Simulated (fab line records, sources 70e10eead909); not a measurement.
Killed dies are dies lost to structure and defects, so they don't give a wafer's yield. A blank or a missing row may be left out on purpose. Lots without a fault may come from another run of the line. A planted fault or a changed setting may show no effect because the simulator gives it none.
fab line records | flow nand_harc
record lots=7 wafers=19 last_day=33
route steps=1302 shown A_SGD_CUT@894 END@1302
lots that met no fault: from a run of the same line without faults
start_h: hours from the record's first day to the start of the lot's first wafer shown | wait_h: hours since the lot's step before | " the same as in the row above | L1.1+2: a row that stands for several wafers | - no value, or no start given | * or withheld: withheld | < > ~ a bound
route shown NAME@n: a module of which the file shows steps, and the number in the route of the first | usual: mean/standard deviation of fault-free wafers | same: alike in all rows | chamber/n: place in a boat | sites: the reading at each site | _std_site: their standard deviation | _edge_site: outer sites' mean less inner sites' | radius_mm: how far each site lies from the wafer's centre | mask NAME#n: copy n | behind: the tool/chamber that last shaped the wafer | hold: why the lot was held/for how many hours/how that ended | device: the transistor (n, p or np) that didn't switch | end of line: the same wafers' tests at the end of the route | a step without rows: its recipe alone | killed: dies lost to structure and defects at the first sort, not the wafer's yield | map: a wafer's dies, x killed, . not, _ none there
set.NAME: the setting as run; set.NAME@STEP: as run at that earlier step | model.NAME: the simulator's own value behind a step, which no gauge read
lots at some steps of the route; a table a step, a row a wafer
services: from which hour (start_h, from the record's first day; less than 0 if before it) a tool's chamber was out of use, for how many hours, and why
## steps
# step NHARC_A_SGD_CUT_COAT_57
# recipe temp_c=225 time_s=65
# step NHARC_A_SGD_CUT_COAT_03
# recipe spin_rpm=1500 resist_thk_nm=90
# step NHARC_A_SGD_CUT_SOFTBAKE_04
# recipe temp_c=105 time_s=55
# step NHARC_A_SGD_CUT_EBR_05
# step NHARC_A_SGD_CUT_EXPOSE_06
# recipe na=1.35 dose_mj=85.59 mask_id=SGD
# step NHARC_A_SGD_CUT_PEB_07
# recipe peb_temp_c=100 peb_time_s=65
# step NHARC_A_SGD_CUT_DEVELOP_08
# recipe develop_time_s=35 dev_temp_c=23
# step NHARC_A_SGD_CUT_CD_MEAS_09
# recipe target_cd_nm=100 landing_energy_ev=500
# usual cd_nm=99.9/0.47
# columns lot.wafer tool chamber start_h wait_h cd_nm
L408.3 cd_sem-03 0 457.56 - 99.7
L408.4 " 0 " " 99.9
L408.5 " 0 " " 100.3
L414.3 cd_sem-03 0 519.16 - 99.2
L414.5 " 0 " " 98.9
L416.3 cd_sem-03 0 528.98 - 100.0
L416.4 " 0 " " 100.3
L417.2 cd_sem-01 0 548.53 - 100.4
L417.4 " 0 " " 100.6
L417.5 " 0 " " 100.4
L419.2 cd_sem-03 0 573.97 - 99.8
L419.3 " 0 " " 100.1
L419.5 " 0 " " 100.0
L425.1 cd_sem-03 0 621.40 - 99.9
L425.2 " 0 " " 100.3
L425.4 " 0 " " 100.1
L428.2 cd_sem-03 0 651.32 - 99.4
L428.4 " 0 " " 99.6
L428.6 " 0 " " 100.2
# step NHARC_A_SGD_CUT_OVL_MEAS_10
# usual overlay_x_nm=-0.1/0.95 overlay_y_nm=0.1/0.64
# columns lot.wafer tool chamber start_h wait_h overlay_x_nm overlay_y_nm
L408.3 overlay-01 - 457.65 - -1.1 0.2
L408.4 " - " " -0.9 -0.5
L408.5 " - " " -2.0 0.5
L414.3 overlay-01 - 519.25 - 2.5 -0.1
L414.5 " - " " 1.7 -0.6
L416.3 overlay-01 - 529.06 - -1.4 -0.2
L416.4 " - " " -1.1 -0.8
L417.2 overlay-02 - 548.62 - 0.0 -0.3
L417.4 " - " " 0.0 -0.1
L417.5 " - " " -0.3 -0.2
L419.2 overlay-01 - 574.06 - -0.8 -1.5
L419.3 " - " " -0.6 -0.7
L419.5 " - " " -0.4 -1.0
L425.1 overlay-01 - 621.49 - 0.8 0.7
L425.2 " - " " 0.2 0.7
L425.4 " - " " 1.1 0.9
L428.2 overlay-02 - 651.41 - -1.0 -0.1
L428.4 " - " " -0.8 -0.4
L428.6 " - " " -0.7 -0.2
# step NHARC_A_SGD_CUT_INSPECT_11
# usual raw_defect_count=53/29
# columns lot.wafer tool chamber start_h wait_h raw_defect_count
L408.3 defect_inspect-01 - 457.68 0.0 61
L408.4 " - " " 57
L408.5 " - " " 57
L414.3 defect_inspect-01 - 519.28 0.0 89
L414.5 " - " " 91
L416.3 defect_inspect-01 - 529.10 0.0 32
L416.4 " - " " 34
L417.2 defect_inspect-02 - 548.66 0.0 22
L417.4 " - " " 23
L417.5 " - " " 22
L419.2 defect_inspect-01 - 574.10 0.0 18
L419.3 " - " " 15
L419.5 " - " " 28
L425.1 defect_inspect-01 - 621.53 0.0 60
L425.2 " - " " 57
L425.4 " - " " 73
L428.2 defect_inspect-02 - 651.44 0.0 10
L428.4 " - " " 7
L428.6 " - " " 6
# step NHARC_A_SGD_CUT_DESCUM_14
# recipe time_s=3 o2_flow_sccm=200 ar_flow_sccm=0 bias_power_w=0 chemistry=O2
# usual drypump_motor_current_A=5.7/0.43 oes_product_au=1.000/0.0097 rf_vpp_V=58.0/0.84 showerhead_plenum_p_Torr=1.94/0.076 throttle_valve_pct=11.311/0.0088
# columns lot.wafer tool chamber start_h wait_h drypump_motor_current_A oes_product_au rf_hours_counter_h rf_vpp_V showerhead_plenum_p_Torr throttle_valve_pct
L408.4 rie_diel-07 2 457.74 0.1 6.5 0.997 6 57.6 1.94 11.319
L408.3 " 3 " " 6.3 0.993 7 56.9 1.80 11.313
L408.5 " 3 " " 6.3 1.001 - 57.9 1.80 11.310
L414.3 rie_diel-01 1 519.35 0.1 5.3 1.002 8 57.0 2.06 11.306
L414.5 " 1 " " 5.3 1.010 - 59.7 2.06 11.296
L416.4 rie_diel-01 2 529.18 0.1 5.6 1.005 9 59.0 2.00 11.305
L416.3 " 3 " " 5.9 0.999 10 58.8 1.94 11.300
L417.2 rie_diel-01 2 548.73 0.1 5.6 1.018 10 59.7 2.00 11.300
L417.4 " 0 " " 5.2 1.013 - 57.8 1.91 11.310
L417.5 " 2 " " 5.6 1.008 - 57.9 2.00 11.319
L419.3 rie_diel-05 0 574.18 0.1 5.2 0.997 12 58.0 1.93 11.306
L419.2 " 1 " " 5.7 0.984 13 57.3 2.01 11.310
L419.5 " 3 " " 6.1 1.006 - 58.0 1.98 11.309
L425.4 rie_diel-05 0 621.59 0.1 5.2 1.014 3 59.2 1.93 11.312
L425.1 " 1 " " 5.7 0.994 3 59.1 2.01 11.319
L425.2 " 2 " " 6.4 0.989 2 58.7 1.84 11.311
L428.4 rie_diel-01 1 651.51 0.1 5.3 1.011 5 57.7 2.05 11.319
L428.2 " 0 " " 5.1 1.003 5 57.5 1.91 11.320
L428.6 " 2 " " 5.6 1.003 - 59.2 2.00 11.320
# step NHARC_A_SGD_CUT_ETCH_58
# recipe target_depth_a=390 over_etch_frac=0.3 time_s=65 ion_energy_ev=80 cf4_flow_sccm=150 ar_flow_sccm=0 rf_w=300 bias_w=100 chemistry=CF4
# usual drypump_motor_current_A=5.7/0.43 oes_product_au=0.998/0.01 rf_vpp_V=151.6/1.2 showerhead_plenum_p_Torr=1.79/0.064 throttle_valve_pct=13.284/0.0082
# columns lot.wafer tool chamber start_h wait_h drypump_motor_current_A oes_product_au rf_hours_counter_h rf_vpp_V showerhead_plenum_p_Torr throttle_valve_pct
L408.4 rie_diel-07 2 457.83 0.1 6.6 1.006 6 152.6 1.79 13.287
L408.3 " 0 " " 6.0 0.993 6 150.0 1.69 13.278
L408.5 " 3 " " 6.3 1.005 - 149.4 1.67 13.289
L414.3 rie_diel-01 0 519.45 0.1 5.1 1.006 8 151.0 1.77 13.289
L414.5 " 1 " " 5.3 1.003 - 153.3 1.89 13.286
L416.4 rie_diel-01 2 529.25 0.1 5.6 0.999 9 152.0 1.84 13.280
L416.3 " 3 " " 6.0 1.000 10 152.4 1.79 13.272
L417.2 rie_diel-01 0 548.84 0.1 5.1 1.002 9 150.8 1.77 13.293
L417.4 " 3 " " 6.0 0.982 - 152.4 1.79 13.278
L417.5 " 0 " " 5.1 1.007 - 151.5 1.77 13.282
L419.2 rie_diel-05 0 574.24 0.1 5.2 0.987 12 151.5 1.78 13.281
L419.3 " 1 " " 5.7 0.994 13 153.1 1.85 13.291
L419.5 " 1 " " 5.7 0.997 - 151.8 1.85 13.288
L425.2 rie_diel-05 0 621.68 0.1 5.2 0.997 3 151.0 1.78 13.284
L425.1 " 1 " " 5.7 0.978 3 152.8 1.85 13.285
L425.4 " 3 " " 6.0 0.991 4 152.3 1.83 13.283
L428.4 rie_diel-01 1 651.60 0.1 5.3 1.009 5 152.2 1.89 13.295
L428.2 " 2 " " 5.6 0.999 5 151.3 1.84 13.279
L428.6 " 3 " " 6.0 0.997 - 149.5 1.79 13.281
# step NHARC_A_SGD_CUT_ETCH_59
# recipe target_depth_a=2600 over_etch_frac=0.25 time_s=406.25 ion_energy_ev=200 n2_flow_sccm=150 h2_flow_sccm=150 ar_flow_sccm=0 rf_w=400 bias_w=150 chemistry=N2/H2
# usual drypump_motor_current_A=5.8/0.42 h2_flow_sccm=150.0/0.42 oes_product_au=1.000/0.01 rf_vpp_V=431.2/2.3 showerhead_plenum_p_Torr=2.06/0.081 throttle_valve_pct=14.171/0.0095
# columns lot.wafer tool chamber start_h wait_h drypump_motor_current_A h2_flow_sccm oes_product_au rf_hours_counter_h rf_vpp_V showerhead_plenum_p_Torr throttle_valve_pct
L408.4 rie_diel-07 0 457.95 - 6.0 150.0 0.982 6 428.3 1.94 14.172
L408.3 " 1 " " 5.8 150.3 0.988 7 426.7 1.93 14.177
L408.5 " 0 " " 6.0 149.2 0.982 - 426.4 1.94 14.174
L414.3 rie_diel-01 1 519.58 - 5.3 149.8 0.852 8 435.0 2.20 14.163
L414.5 " 3 " " 6.0 149.6 0.828 - 431.2 2.06 14.157
L416.3 rie_diel-01 0 529.37 - 5.1 149.5 0.841 9 430.2 2.04 14.172
L416.4 " 2 " " 5.6 149.1 1.008 9 433.5 2.14 14.164
L417.2 rie_diel-01 3 548.96 - 5.9 150.1 0.992 11 431.5 2.06 14.168
L417.4 " 3 " " 5.9 150.6 0.987 - 431.8 2.06 14.167
L417.5 " 0 " " 5.2 149.9 0.844 - 431.0 2.04 14.167
L419.2 rie_diel-05 1 574.33 - 5.7 149.5 0.995 13 433.3 2.14 14.173
L419.3 " 0 " " 5.2 149.5 0.991 12 429.9 2.06 14.179
L419.5 " 1 " " 5.7 149.9 0.990 - 433.2 2.14 14.177
L425.2 rie_diel-05 1 621.77 - 5.7 149.7 0.979 3 432.4 2.14 14.161
L425.4 " 3 " " 6.0 149.6 1.001 4 432.6 2.11 14.153
L425.1 " 0 " " 5.2 149.7 1.001 3 430.2 2.06 14.152
L428.2 rie_diel-01 0 651.74 - 5.1 150.4 1.009 5 431.8 2.04 14.178
L428.4 " 1 " " 5.3 149.6 1.020 5 434.1 2.19 14.184
L428.6 " 2 " " 5.6 149.8 1.009 - 433.3 2.13 14.170
# step NHARC_A_SGD_CUT_ETCH_15
# recipe target_depth_a=750 time_s=64.3 ch3f_flow_sccm=50 o2_flow_sccm=30 ar_flow_sccm=200 rf_w=500 bias_w=100 chemistry=CH3F/O2
# usual drypump_motor_current_A=5.7/0.43 oes_product_au=0.962/0.014 rf_vpp_V=264.3/1.7 showerhead_plenum_p_Torr=2.49/0.094 throttle_valve_pct=20.664/0.0089
# columns lot.wafer tool chamber start_h wait_h drypump_motor_current_A oes_product_au rf_hours_counter_h rf_vpp_V showerhead_plenum_p_Torr throttle_valve_pct
L408.3 rie_diel-07 1 - - 5.8 0.957 7 261.0 2.34 20.665
L408.4 " 2 " " 6.5 0.965 7 264.5 2.49 20.641
L408.5 " 3 " " 6.3 0.962 - 262.0 2.32 20.663
L414.3 rie_diel-01 0 - - 5.1 0.963 8 262.0 2.46 20.660
L414.5 " 1 " " 5.3 0.980 - 265.9 2.64 20.653
L416.4 rie_diel-01 1 - - 5.3 0.982 9 266.5 2.64 20.659
L416.3 " 3 " " 6.0 0.973 10 263.1 2.49 20.665
L417.2 rie_diel-01 0 - - 5.1 0.958 10 263.9 2.46 20.660
L417.4 " 2 " " 5.6 0.965 - 265.9 2.57 20.655
L417.5 " 3 " " 6.0 0.939 - 263.7 2.49 20.669
L419.2 rie_diel-05 1 - - 5.7 0.961 14 266.5 2.57 20.663
L419.3 " 0 " " 5.2 0.982 12 264.7 2.48 20.669
L419.5 " 1 " " 5.7 0.964 - 266.8 2.57 20.669
L425.1 rie_diel-05 2 - - 6.4 0.953 2 262.2 2.37 20.666
L425.4 " 3 " " 6.0 0.949 4 265.6 2.54 20.661
L425.2 " 0 " " 5.2 0.957 3 264.4 2.48 20.667
L428.2 rie_diel-01 2 - - 5.6 0.965 5 265.8 2.56 20.672
L428.4 " 3 " " 6.0 0.965 5 264.9 2.48 20.650
L428.6 " 0 " " 5.1 0.980 - 263.9 2.46 20.673
# step NHARC_END_SORT_01
# recipe temp_c=25
# usual killed_at_array=55/22 killed_at_other=1.1/1.4 killed_at_periphery=4/3.2 killed_dies=59/22 killed_open=3.3/1.8 killed_short=2.5/1.5
# same gross_dies=677
# columns lot.wafer tool chamber start_h wait_h killed_at_array killed_at_other killed_at_periphery killed_dies killed_open killed_short
L416.3 prober-02 0 654.66 3.1 662 1 10 673 3 2
L414.3 prober-01 0 655.34 3.1 667 2 3 672 2 4
L414.5 prober-01 0 656.92 3.6 666 3 2 671 2 3
L417.2 prober-01 0 680.20 2.8 25 0 6 31 4 1
L417.4 prober-01 0 681.80 3.4 29 2 9 40 7 1
L417.5 prober-01 0 682.61 3.7 671 0 6 677 5 4
L419.2 prober-01 0 705.82 2.8 61 0 5 66 8 1
L419.3 prober-01 0 706.62 3.1 46 0 12 58 0 3
L419.5 prober-01 0 708.23 3.7 60 0 3 63 2 2
# killed by level:class
L416.3 A_SGD_CUT:area_etch=630 A_CHANNEL_HOLE_D2:chamber_film_flake=14 A_CHANNEL_HOLE_D1:chamber_film_flake=5 A_CONTACT:chamber_film_flake=5 P_CONTACT:geometric_particle:open=3 A_SLIT:chamber_film_flake=3 P_GATE:chamber_film_flake=2 P_M1:chamber_film_flake=2
L414.3 A_SGD_CUT:area_etch=589 A_CHANNEL_HOLE_D1:chamber_film_flake=40 A_CHANNEL_HOLE_D2:chamber_film_flake=15 A_STAIRCASE:chamber_film_flake=8 A_SLIT:chamber_film_flake=2 P_STI:chamber_film_flake=2 A_CONTACT:chamber_film_flake=2 A_M1:chamber_film_flake=2
L414.5 A_SGD_CUT:area_etch=599 A_CHANNEL_HOLE_D1:chamber_film_flake=40 A_CHANNEL_HOLE_D2:chamber_film_flake=15 A_STAIRCASE:chamber_film_flake=5 THIN_TSV:chamber_film_flake=3 A_CHANNEL_FILL_D2:geometric_particle:short=2 P_CONTACT:geometric_particle:open=1 A_ONON_D2:geometric_particle:short=1
L417.2 A_CHANNEL_HOLE_D1:chamber_film_flake=7 A_CONTACT:chamber_film_flake=7 A_STAIRCASE:chamber_film_flake=3 P_BONDPAD:chamber_film_flake=2 A_DECK1_JOINT:chamber_film_flake=2 P_CONTACT:geometric_particle:open=1 P_CONTACT:geometric_particle:short=1 P_M1:geometric_particle:open=1
L417.4 A_CHANNEL_HOLE_D1:chamber_film_flake=9 P_BONDPAD:chamber_film_flake=5 A_SLIT:chamber_film_flake=4 A_STAIRCASE:chamber_film_flake=4 A_CONTACT:chamber_film_flake=4 P_GATE:geometric_particle:open=2 A_WL_FILL:geometric_particle:open=2 A_CHANNEL_HOLE_D2:chamber_film_flake=2
L417.5 A_SGD_CUT:area_etch=638 A_CHANNEL_HOLE_D1:chamber_film_flake=11 A_CONTACT:chamber_film_flake=5 P_BONDPAD:chamber_film_flake=4 A_CHANNEL_FILL_D2:chamber_film_flake=4 A_STAIRCASE:chamber_film_flake=3 A_CHANNEL_FILL_D2:geometric_particle:short=2 P_GATE:geometric_particle:open=1
L419.2 A_SLIT:chamber_film_flake=34 A_CHANNEL_HOLE_D1:chamber_film_flake=11 P_CONTACT:chamber_film_flake=3 A_STAIRCASE:chamber_film_flake=3 A_ONON_D1:geometric_particle:open=2 A_M1:geometric_particle:open=2 A_CHANNEL_FILL_D1:chamber_film_flake=2 A_M0:chamber_film_flake=2
L419.3 A_SLIT:chamber_film_flake=31 P_CONTACT:chamber_film_flake=7 A_CHANNEL_HOLE_D1:chamber_film_flake=7 P_GATE:chamber_film_flake=3 P_STI:chamber_film_flake=2 A_ZERO_WELL:chamber_film_flake=2 A_CHANNEL_FILL_D1:geometric_particle:short=1 A_SGD_CUT:geometric_particle:short=1
L419.5 A_SLIT:chamber_film_flake=35 A_CHANNEL_HOLE_D1:chamber_film_flake=8 A_CHANNEL_FILL_D1:chamber_film_flake=4 P_CONTACT:chamber_film_flake=3 A_STAIRCASE:chamber_film_flake=2 A_WL_FILL:chamber_film_flake=2 A_CONTACT:chamber_film_flake=2 A_M0:chamber_film_flake=2
# map L414.3 (x killed, . not)
____________x____________
_________xxxxxxx_________
_______xxxxxxxxxxx_______
______xxxxxxxxxxxxx______
_____xxxxxxxxxxxxxxx_____
____xxxxxxxxxxxxxxxxx____
____xxxxxxxxxxxxxxxxx____
___xxxxxxxxxxxxxxxxxxx___
___xxxxxxxxxxxxxxxxxxx___
__xxxxxxxxxxxxxxxxxxxxx__
__xxxxxxxxxxxxxxxxxxxxx__
_xxxxxxxxxxxxxxxxxxxxxxx_
_xxxxxxxxxxxxxxxxxxxxxxx_
_xxxxxxxxxxxxxxxxxxxxxxx_
_xxxxxxxxxxxxxxxxxxxxxxx_
_xxxxxxxxxxxxxxxxxxxxxxx_
xxxxxxxxxxxxxxxxxxxxxxxxx
xxxxxxxxxxxxxxxxxxxxxxxxx
xxxxxxxxxxxxxxxxxxxxxxxxx
xxxxxxxxxxxxxxxxxxxxxxxxx
xxxxxxxxxxxxxxxxxxxxxxxxx
_xxxxxxxxxxxxxxxxxxxxxxx_
_xxxxxx.xxxxxxxxxxxxxxxx_
_x.xxxxxxxxxxxxxxxxxxxxx_
_xxxxxxxxxxx.xxxxxxxxxxx_
_xxxxxxxxxxxxxxxxxxxxxxx_
__xxxxxxxxxxxxxxxxxxxxx__
__xxxxxxxxxx.xxxxxxxxxx__
___xxxxxxxxxxxxxxxxxxx___
___xxxxxxxxxxxxxxxxxxx___
____xxxxxxxxxxxxxxxxx____
____xxxxxxxxxxxxxxxxx____
_____xxxxxxxxxxxxxxx_____
______xxxxx.xxxxxxx______
_______xxxxxxxxxxx_______
_________xxxxxxx_________
____________x____________
# map L416.3 (x killed, . not)
____________x____________
_________xxxxxxx_________
_______xxxxxxxxxxx_______
______xxxxxxxxxxxx.______
_____xxxxxxxxxxxxxxx_____
____xxxxxxxxxxxxxxxxx____
____xxxxxxxxxxxxxxxxx____
___xxxxxxxxxxxxxxxxxxx___
___xxxxxxxxxxxxxxxxxxx___
__xxxxxxxxxxxxxxxxxxxxx__
__xxxxxxxxxxxxxxxxxxxxx__
_xxxxxxxxxxxxxxxxxxxxxxx_
_xxxxxxxxxxxxxxxxxxxxxxx_
_xxxxxxxxxxxxxxxxxxxxxxx_
_.xxxxxxxxxxxxxxxxxxxxxx_
_xxxxxxxxxxxxxxxxxxxxxxx_
xxxxxxxxxxxxxxxxxxxxxxxxx
xxxxxxxxxxxxxxxxxxxxxxxxx
xxxxxxxxxxxxxxxxxxxxxxxxx
xxxxxxxxxxxxxxxxxxxxxxxxx
xxxxxxxxxxxxxxxxxxxxxxxxx
_xxxxxxxxxxxxxxxxxxxxxxx_
_xxxxxxxxxxxxxxxxxxxxxxx_
_xxxxxxxxxxxxxxxxxxxxxxx_
_xx.xxxxxxxxxxxxxxxxxxxx_
_xxxxxxxxxxxxxxxxxxxxxxx_
__xxxxxxxxxxxxxxxxxxxxx__
__xxxxxxxxxxxxxxxxxxxxx__
___xxxxxxxxxxxxxxxxxxx___
___xxxxxxxxxxxxxxxxxxx___
____xxxxxxxxxxxxxxxxx____
____xxxxxxxxxxxxxxxxx____
_____xxx.xxxxxxxxxxx_____
______xxxxxxxxxxxxx______
_______xxxxxxxxxxx_______
_________xxxxxxx_________
____________x____________
## services
# columns tool chamber start_h hours kind
rie_diel-01 0 438.80 - clean
rie_diel-01 1 438.80 - clean
rie_diel-01 2 438.80 - clean
rie_diel-01 3 438.80 - clean
rie_diel-01 0 463.30 - clean
rie_diel-01 1 463.30 - clean
rie_diel-01 2 463.30 - clean
rie_diel-01 3 463.30 - clean
rie_diel-07 - 471.25 9.0 pm
rie_diel-01 0 487.80 - clean
rie_diel-01 1 487.80 - clean
rie_diel-01 2 487.80 - clean
rie_diel-01 3 487.80 - clean
rie_diel-07 3 506.26 65.0 repair
rie_diel-07 0 536.98 5.4 repair
rie_diel-07 2 544.57 20.0 repair
rie_diel-07 - 545.19 0.6 repair
rie_diel-01 1 546.57 4.1 repair
rie_diel-05 3 556.48 12.2 repair
rie_diel-01 - 557.80 9.0 pm
rie_diel-07 0 560.46 70.7 repair
rie_diel-05 - 583.79 9.0 pm
rie_diel-05 2 602.87 7.9 repair
rie_diel-07 - 648.25 9.0 pm
## key
first_sign step=NHARC_A_SGD_CUT_ETCH_59 reading=oes_product_au direction=down sigmas=16 usual=1.000 struck=0.841
effect step=NHARC_END_SORT_01 reading=killed_dies direction=up sigmas=28 usual=59 struck=673
more_kills_born_at NHARC_A_SGD_CUT_ETCH_59@rie_diel-01=2456
met_at NHARC_A_SGD_CUT_ETCH_59
struck_wafers L414.3,L414.5,L416.3,L417.5
later_rows_left_out L414.3,L414.5,L416.3,L417.5
tester_left_out L414,L416,L417
fault kind=process_parameter_drift tool=rie_diel-01 chamber=- onset_h=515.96 steps=NHARC_A_SGD_CUT_ETCH_59 channel=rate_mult offset=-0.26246 shape=step end_h=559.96 scope=struck_wafers_only
# tester_left_out: of these lots the tester's yield and bins aren't shown, on N5 and GAA mostly nor the transistor test; their killed dies are dies lost to structure and defects alone, not to doping, threshold or leakage, so they don't give the yield
# later_rows_left_out: the simulator's readings of these wafers behind a module that went badly wrong aren't trusted and aren't shown, but for the sort
